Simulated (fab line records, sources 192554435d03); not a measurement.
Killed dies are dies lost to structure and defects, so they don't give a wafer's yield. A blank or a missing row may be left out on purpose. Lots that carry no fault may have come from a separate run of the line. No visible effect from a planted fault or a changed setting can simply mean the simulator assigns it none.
The tool behind it: which one? | flow n5-finfet | 11 lots with 33 wafers sampled at 4 steps, on a route of 1938 steps

WHAT THE GAUGES READ, wafer by wafer
N5_BEOL_M5_CD_MEAS_28: target cd 30.6 nm, target cd y 20 nm.
lot  | measured     | on        | cd-nm (nm)
L183 | day 8 10:34  | cd-sem-03 | 30.84 30.62 30.54
L185 | day 8 19:00  | cd-sem-02 | 30.13 30.18 30.01
L188 | day 9 11:50  | cd-sem-03 | 30.52 30.61 30.56
L192 | day 10 16:13 | cd-sem-03 | 30.55 30.34 30.54
L194 | day 11 03:34 | cd-sem-01 | 31.14 30.71 30.77
L198 | day 11 23:25 | cd-sem-02 | 30.78 30.58 30.24
L202 | day 13 22:22 | cd-sem-02 | 30.63 30.47 30.23
L184 | day 14 01:05 | cd-sem-03 | 30.46 30.66 30.44
L203 | day 14 03:21 | cd-sem-02 | 30.21 31.02 30.60
L205 | day 14 21:39 | cd-sem-03 | 30.26 30.38 30.46
L204 | day 15 12:25 | cd-sem-01 | 30.41 30.67 31.14

N5_BEOL_M5_INSPECT_30: inspects for defects (brightfield).
lot  | measured     | on                | raw-defect-count
L183 | day 8 10:39  | defect-inspect-01 | 344 376 355
L185 | day 8 19:05  | defect-inspect-02 | 492 411 515
L188 | day 9 11:55  | defect-inspect-01 | 389 337 381
L192 | day 10 16:19 | defect-inspect-01 | 413 356 413
L194 | day 11 03:40 | defect-inspect-02 | 470 363 329
L198 | day 11 23:31 | defect-inspect-02 | 381 427 385
L202 | day 13 22:29 | defect-inspect-02 | 412 400 479
L184 | day 14 01:10 | defect-inspect-01 | 572 478 459
L203 | day 14 03:28 | defect-inspect-01 | 351 345 308
L205 | day 14 21:44 | defect-inspect-01 | 459 372 386
L204 | day 15 12:30 | defect-inspect-01 | 431 404 339

TOOL THAT RAN EACH LOT (tool first, then ch and the chambers of the sampled wafers, then the start)
lot  | N5_BEOL_M5_HM_OPEN_17             | N5_BEOL_M5_COAT_74
L183 | rie-metal-01 ch 0,1, day 8 08:47  | litho-track-05 ch 0, day 8 10:17
L185 | rie-metal-03 ch 0,1, day 8 17:58  | litho-track-01 ch 0, day 8 18:43
L188 | rie-metal-01 ch 0,1, day 9 10:49  | litho-track-03 ch 0, day 9 11:34
L192 | rie-metal-01 ch 0,1, day 10 15:34 | litho-track-01 ch 0, day 10 15:57
L194 | rie-metal-03 ch 0,1, day 11 01:22 | litho-track-05 ch 0, day 11 03:11
L198 | rie-metal-03 ch 0,1, day 11 18:29 | litho-track-01 ch 0, day 11 23:09
L202 | rie-metal-03 ch 1, day 13 20:46   | litho-track-03 ch 0, day 13 21:58
L184 | rie-metal-01 ch 0,1, day 13 23:20 | litho-track-05 ch 0, day 14 00:49
L203 | rie-metal-02 ch 0,1, day 13 23:44 | litho-track-05 ch 0, day 14 03:05
L205 | rie-metal-03 ch 1, day 14 20:29   | litho-track-01 ch 0, day 14 21:23
L204 | rie-metal-03 ch 0,1, day 15 10:25 | litho-track-03 ch 0, day 15 12:07
- N5_BEOL_M5_HM_OPEN_17: chemistry Cl2/BCl3, target TiN, target depth 20 nm, overetch 6 nm.
- N5_BEOL_M5_COAT_74: time 60 s, resist thk 5 nm.

AS READ BY THE TOOLS THEMSELVES (means over the sampled wafers that have a number; for cases with no such wafer, the mark the record gives instead)
N5_BEOL_M5_HM_OPEN_17.
lot  | tool         | drypump-motor-current-A (A) | oes-product-au (a.u.) | throttle-valve-pct (%)
L183 | rie-metal-01 | 5.4                         | 0.76                  | 22.46
L185 | rie-metal-03 | 5.8                         | 0.55                  | 22.31
L188 | rie-metal-01 | 5.8                         | 0.77                  | 22.44
L192 | rie-metal-01 | 5.7                         | 0.76                  | 22.44
L194 | rie-metal-03 | 5.8                         | 0.54                  | 22.32
L198 | rie-metal-03 | 5.8                         | 0.54                  | 22.35
L202 | rie-metal-03 | 5.3                         | 0.81                  | 21.97
L184 | rie-metal-01 | 5.4                         | 0.72                  | 22.46
L203 | rie-metal-02 | 5.5                         | 0.61                  | 22.26
L205 | rie-metal-03 | 5.3                         | 0.80                  | 21.98
L204 | rie-metal-03 | 5.8                         | 0.80                  | 22.19

N5_BEOL_M5_COAT_74.
lot  | tool           | heater-power-total-W (W) | plate-temp-C (C)
L183 | litho-track-05 | 392.9                    | 204.95
L185 | litho-track-01 | 393.5                    | 204.99
L188 | litho-track-03 | 391.2                    | 205.15
L192 | litho-track-01 | 407.3                    | 211.73
L194 | litho-track-05 | 391.4                    | 205.16
L198 | litho-track-01 | 407.0                    | 211.43
L202 | litho-track-03 | 391.3                    | 205.02
L184 | litho-track-05 | 392.7                    | 204.84
L203 | litho-track-05 | 391.9                    | 205.15
L205 | litho-track-01 | 393.0                    | 205.14
L204 | litho-track-03 | 391.4                    | 204.86

THE ANSWER, worked out from the rows above alone
Rule: the usual values come from the lots themselves. The widest of any qualifying gaps counts: lots, ordered by their means at a reading, are off when they make up no more than a third of the lots, leave a main group of 4 or more, and stand apart from it by 3 or more times the standard deviation of that group's means. Not used: any main group whose means are identical at the precision the tables above print for the reading. Also off: a lot with no number at a reading for which 4 or more lots have one. Any other lot the step has rows for is counted as sound. The gauges are gone through in route order, then the tools' own readings, and for those a lot's mean is taken as printed above. At the first step where some lot is off, the reading lying furthest off is the one used; lots without a number count as furthest.
Off: L192, L198 (N5_BEOL_M5_COAT_74, plate-temp-C). For the main group the mean is 205.03 C and the standard deviation 0.12.
If a tool, at that step or one of the process steps before it, ran each lot that is off and ran no sound lot following the first of them, it fits. Of those tried, none fits.

WHAT WAS PUT IN BY THE SIMULATOR
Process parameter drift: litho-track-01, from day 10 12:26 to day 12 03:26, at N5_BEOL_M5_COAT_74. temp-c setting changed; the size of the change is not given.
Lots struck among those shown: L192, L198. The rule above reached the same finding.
